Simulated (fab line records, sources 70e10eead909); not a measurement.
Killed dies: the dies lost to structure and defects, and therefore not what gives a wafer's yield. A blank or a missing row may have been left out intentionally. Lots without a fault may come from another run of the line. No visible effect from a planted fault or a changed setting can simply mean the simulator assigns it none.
Matching of chambers ; flow nand_harc ; NHARC_A_CONTACT_DESCUM_13 on rie_diel-12 has 4 sister chambers
The step chemistry O2, time 3 s. 16 wafers are shown with their chamber, then 8 later ones without.

== EACH WAFER AND ITS CHAMBER ==
wafer;chamber;showerhead_plenum_p_Torr (Torr);drypump_motor_current_A (A);oes_product_au (a.u.)
L076.2;2;2.04;6.0;1.015
L076.5;1;1.83;5.4;1.012
L076.6;0;1.77;6.1;1.000
L078.3;3;1.98;6.0;0.989
L078.4;1;1.83;5.4;0.997
L078.6;3;1.98;6.0;0.996
L079.3;1;1.83;5.4;1.004
L079.4;0;1.77;6.1;0.992
L079.5;1;1.83;5.4;0.994
L075.1;2;2.04;6.0;1.021
L075.3;3;1.98;5.9;1.005
L075.6;2;2.04;6.0;1.015
L080.2;3;1.97;6.0;0.995
L080.5;0;1.77;6.1;0.996
L080.6;1;1.83;5.4;0.998
L086.1;1;1.83;5.4;0.996

SIGNATURES (means of the wafers above)
reading;chamber 0;chamber 1;chamber 2;chamber 3;scatter within a chamber
showerhead_plenum_p_Torr;1.7700;1.8300;2.0400;1.9775;0.0025
drypump_motor_current_A;6.100;5.400;6.000;5.975;0.025
oes_product_au;0.99600;1.00017;1.01700;0.99625;0.00586
Rule: a wafer lies at a distance from a chamber equal to the root of the sum of squares, over the readings, of (its reading less the chamber's mean, divided by the reading's scatter). If the next closest chamber is less than 2 further off than the closest, the wafer can't be placed; otherwise it belongs to the closest. The scatter: the root of (the sum of the squares of (reading less its chamber's mean) over the shown wafers, divided by (wafers less chambers)).

== WAFERS WITHOUT THEIR CHAMBER ==
wafer;showerhead_plenum_p_Torr (Torr);drypump_motor_current_A (A);oes_product_au (a.u.)
L086.3;2.04;6.0;1.018
L086.4;1.97;6.0;1.006
L094.1;1.77;6.1;0.986
L094.2;1.83;5.4;0.984
L094.4;1.97;6.0;1.005
L097.2;1.77;6.1;0.979
L097.3;1.82;5.4;0.982
L097.6;1.82;5.4;0.990

== WHICH CHAMBER EACH ONE RAN IN ==
wafer;from the rows above;in truth
L086.3;2;2
L086.4;3;3
L094.1;0;0
L094.2;1;1
L094.4;3;3
L097.2;0;0
L097.3;1;1
L097.6;1;1
Correctly placed: 8 of 8. From these rows, 0 cannot be placed. Placed wrongly: 0.
